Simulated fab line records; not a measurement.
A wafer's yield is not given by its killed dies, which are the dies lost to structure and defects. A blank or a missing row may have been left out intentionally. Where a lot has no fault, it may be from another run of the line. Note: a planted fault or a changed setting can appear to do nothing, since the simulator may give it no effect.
Chamber matching || flow n5_finfet || N5_MOL_CONTACT_COAG_ETCH_90 on rie_diel-05: 4 sister chambers
The step etches SiARC in CF4, target depth 13 nm, time 21.7 s. 4 wafers are shown with their chamber, then 7 later ones without.

WAFERS, EACH WITH ITS CHAMBER
{"wafer": "L091.4", "chamber": 1, "showerhead_plenum_p_Torr (Torr)": 2.09}
{"wafer": "L091.6", "chamber": 3, "showerhead_plenum_p_Torr (Torr)": 2.09}
{"wafer": "L092.1", "chamber": 0, "showerhead_plenum_p_Torr (Torr)": 2.06}
{"wafer": "L092.4", "chamber": 2, "showerhead_plenum_p_Torr (Torr)": 2.15}

WAFERS WHOSE CHAMBER IS MISSING
{"wafer": "L092.5", "showerhead_plenum_p_Torr (Torr)": 2.08}
{"wafer": "L093.3", "showerhead_plenum_p_Torr (Torr)": 2.09}
{"wafer": "L093.4", "showerhead_plenum_p_Torr (Torr)": 2.08}
{"wafer": "L093.5", "showerhead_plenum_p_Torr (Torr)": 2.08}
{"wafer": "L097.2", "showerhead_plenum_p_Torr (Torr)": 2.14}
{"wafer": "L097.3", "showerhead_plenum_p_Torr (Torr)": 2.05}
{"wafer": "L097.4", "showerhead_plenum_p_Torr (Torr)": 2.08}

WHICH CHAMBER EACH ONE RAN IN
{"wafer": "L092.5", "from the rows above": "can't be placed: 1 or 3 or 0", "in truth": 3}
{"wafer": "L093.3", "from the rows above": "can't be placed: 1 or 3", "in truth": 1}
{"wafer": "L093.4", "from the rows above": "can't be placed: 1 or 3 or 0", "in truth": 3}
{"wafer": "L093.5", "from the rows above": "can't be placed: 1 or 3 or 0", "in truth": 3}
{"wafer": "L097.2", "from the rows above": 2, "in truth": 2}
{"wafer": "L097.3", "from the rows above": 0, "in truth": 0}
{"wafer": "L097.4", "from the rows above": "can't be placed: 1 or 3 or 0", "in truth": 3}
Correctly placed: 2 of 7. These rows do not allow placing 5 (true chamber among the candidates in 5). Number placed wrongly: 0.
How it was worked out, from the rows above alone: a wafer's distance from a chamber is the root of the sum, over the readings, of the square of ((its reading less the chamber's mean) divided by the reading's scatter). If the next closest chamber is less than 2 further off than the closest, the wafer can't be placed; otherwise it belongs to the closest. For every chamber, the mean is computed from those of its wafers that are shown. The scatter: root of mean squared gap, hidden wafer to nearest shown wafer, with one shown wafer a chamber.
